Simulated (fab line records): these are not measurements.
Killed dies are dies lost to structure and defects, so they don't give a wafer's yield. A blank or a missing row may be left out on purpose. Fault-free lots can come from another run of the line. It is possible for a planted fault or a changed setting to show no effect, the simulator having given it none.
Problem report, 8D (eight disciplines) form, completed by code -- flow n5Finfet -- the parts of the form that need people (team, actions taken, sign-off) are left out

## 1. THE PROBLEM
Wafers without a fault read 1499.9 rpm, standard deviation 0.9; spinSpeedRpm at N5_BEOL_M5_COAT_05 reads a mean of 1789.3 rpm on 6 wafers belonging to 2 lots. So: +99 or more standard deviations from the usual mean.
The step: resist thk 30 nm.
Seen first at day 12 08:01 on lithoTrack-02, wafer L464.2. The record has a number at this step for 17 wafers belonging to 6 lots. The rule behind "out" and "out of limits": a value lying over 4 standard deviations away from the usual mean. Any other wafer with a number is counted as sound.

## 2. WHAT IT IS AND WHAT IT IS NOT
question,is,is not
which readings at this step,spinSpeedRpm,exhaustPa
which lots,"L464, L465","L458, L459, L470, L471"
which wafers of those lots,all that have a number,-
read on which tools,lithoTrack-02,"lithoTrack-01, lithoTrack-05"
when,from day 12 08:01,"up to then (5 sound wafers); but 6 sound wafers of L470, L471 came after"

## 3. SUSPECTS, AND WHAT RULES EACH OUT
Counting: a tool stays on the suspect list if, at a process step up to the reading, it processed all lots that are out and no sound lot following the first of them.
- pvdSputter-01 at N5_BEOL_M5_HM_DEP_02 (deposits TiN, target thk 20 nm): kept. It ran every lot that is out, first L464 (day 12 07:52), and no sound lot after that.
- lithoTrack-02 at N5_BEOL_M5_COAT_05 (resist thk 30 nm): kept. It processed each lot that is out, first L464 at day 12 08:01, and no sound lot thereafter; up to then, the last sound lot it processed was L458 at day 9 23:41. On those wafers its own readings are out: spinSpeedRpm.
The count leaves lithoTrack-02 at N5_BEOL_M5_COAT_05 and pvdSputter-01 at N5_BEOL_M5_HM_DEP_02.

## 4. THE CAUSE (what the simulator had put in)
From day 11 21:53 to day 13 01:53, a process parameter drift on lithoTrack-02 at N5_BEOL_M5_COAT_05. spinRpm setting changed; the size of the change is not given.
After counting, 2 suspects remain, this tool included.

## 5. SEQUENCE OF EFFECTS, ordered by route
One row per reading whose mean, taken over the struck wafers that have a number, lies over 3 standard deviations from the usual. Only readings for which the record gives a usual standard deviation are gone through. hours: the time from each lot's start at the first step in this table that gives one to its start at this step, as a median over the lots. sigmas: the change in usual standard deviations.
hours,step,reading,usual,on struck wafers,change,sigmas
0,N5_BEOL_M5_COAT_05,spinSpeedRpm,1499.9 rpm,1789.3,+289.4,+99 or more
The process steps in it:
- N5_BEOL_M5_COAT_05: resist thk 30 nm.
Later measuring or inspecting steps at which every struck wafer that the step has a row for has a number for every such reading, and none has moved that far: N5_BEOL_M5_CD_MEAS_11, N5_BEOL_M5_OVL_MEAS_12, N5_BEOL_M5_INSPECT_13.

## 6. WHAT WOULD HAVE CAUGHT IT SOONER
The fault began at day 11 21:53; the first out-of-limits reading in this record came at day 12 08:01, 10 hours later.
